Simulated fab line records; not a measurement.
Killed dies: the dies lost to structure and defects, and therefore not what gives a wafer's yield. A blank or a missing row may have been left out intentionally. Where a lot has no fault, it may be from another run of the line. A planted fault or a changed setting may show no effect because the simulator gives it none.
Problem report, 8D (eight disciplines) form, completed by code / flow nand harc / the parts of the form that need people (team, actions taken, sign-off) are left out

## 1. WHAT WENT WRONG
A mean of 385 is read at NHARC_END_SORT_01 for killed at array, taken on 1 wafer of 1 lot, against 63 (standard deviation 27) on wafers free of any fault. Measured from the usual mean, that is +12 standard deviations.
First observed at day 27 23:29: wafer L514.5, on prober-02. The record holds 3 wafers of 1 lot with a number at this step. Rule for "out" (also "out of limits"): further than 4 standard deviations from the usual mean. All remaining wafers that have a number are taken as sound.

## 2. WHAT IT IS, AND WHAT IT ISN'T
question=which readings at this step; is=killed at array, killed dies; is not=killed at other, killed at periphery, killed open, killed short
question=which lots; is=L514; is not=-
question=which wafers of those lots; is=L514.5; is not=L514.1, L514.4
question=read on which gauges; is=prober-02; is not=-
question=when; is=from day 27 23:29; is not=up to then (2 sound wafers)

## 3. WHAT RULES OUT EACH SUSPECT
Counting: a tool at a process step up to the reading stays a suspect if it ran every lot that is out. Sound lots after the first of them don't rule it out here, since some wafers of a struck lot are sound.
- the gauge at NHARC_END_SORT_01 has been ruled out. All the wafers that are out were read on prober-02, but those of them that NHARC_A_STAIRCASE_ETCH_188 has rows for are out there too, on other tools.
- rie diel-12 at NHARC_A_STAIRCASE_TRIM_24 (chemistry O2, time 211.2 s): kept. It ran the lot that is out, L514 (day 19 09:23). With no start given for some of its lots, NHARC_A_STAIRCASE_TRIM_24 uses the hours and lot order of NHARC_A_STAIRCASE_ETCH_188.
- rie diel-13 at NHARC_A_STAIRCASE_ETCH_188 (etches the open film in C4F8/O2, target depth 100 nm, time 40.5 s): kept. It ran the lot that is out, L514 (day 19 09:23). Out on those wafers are its own readings of oes product au.
- rie diel-13 at NHARC_A_STAIRCASE_TRIM_193 (chemistry O2, time 211.2 s): kept. It ran the lot that is out, L514 (day 27 20:20). With no start given for some of its lots, NHARC_A_STAIRCASE_TRIM_193 uses the hours and lot order of NHARC_END_SORT_01.
- rie diel-13 at NHARC_A_STAIRCASE_ETCH_194 (etches the open film in C4F8/O2, target depth 100 nm, time 40.5 s): kept. It ran the lot that is out, L514 (day 27 20:20). With no start given for some of its lots, NHARC_A_STAIRCASE_ETCH_194 uses the hours and lot order of NHARC_END_SORT_01.
- Within rie diel-13 at NHARC_A_STAIRCASE_ETCH_188: the wafers that are out ran in chamber 0; their sound lot-mates ran in chambers 2, 3.
- Within rie diel-13 at NHARC_A_STAIRCASE_TRIM_193: the wafers that are out ran in chamber 0; their sound lot-mates ran in chambers 2, 3.
Left after counting: rie diel-12 at NHARC_A_STAIRCASE_TRIM_24, rie diel-13 at NHARC_A_STAIRCASE_ETCH_188, rie diel-13 at NHARC_A_STAIRCASE_TRIM_193, rie diel-13 at NHARC_A_STAIRCASE_ETCH_194.

## 4. THE CAUSE (what the simulator had put in)
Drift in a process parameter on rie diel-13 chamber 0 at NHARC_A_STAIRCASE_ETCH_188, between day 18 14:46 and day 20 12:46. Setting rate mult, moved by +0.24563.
4 suspects survive the count, and this tool is in that group.

## 5. THE EFFECT CHAIN, in route order
Rows list readings where the struck wafers' mean (over those with a number) sits beyond 3 standard deviations from the usual. Readings are gone through only where the record gives a usual standard deviation; hours: the median, over the lots, of the time from a lot's start at the first step in this table giving one to that lot's start at this step; sigmas: the change measured in usual standard deviations.
hours=0; step=NHARC_A_STAIRCASE_ETCH_188; reading=oes product au; usual=0.945 a.u.; on struck wafers=1.069; change=+0.124; sigmas=+6.2
hours=206; step=NHARC_END_SORT_01; reading=killed at array; usual=63; on struck wafers=385; change=+322; sigmas=+12
hours=206; step=NHARC_END_SORT_01; reading=killed dies; usual=67; on struck wafers=387; change=+320; sigmas=+11
It contains these process steps:
- NHARC_A_STAIRCASE_ETCH_188: etches the open film in C4F8/O2, target depth 100 nm, time 40.5 s.

## 6. WHAT WOULD HAVE CAUGHT IT SOONER
In this record the first reading out of limits at a measuring or inspecting step was taken at day 27 23:29, 225 hours after the fault began at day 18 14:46.
Tool's own readings at NHARC_A_STAIRCASE_ETCH_188, oes product au: out on all struck wafers the step has rows for; an alarm limit on them would have tripped on the first.
By day 27 23:29 the whole set of lots that are out, 1 in number, had already begun NHARC_A_STAIRCASE_ETCH_188 on rie diel-13. Holding the tool at that point would not have protected any of them.
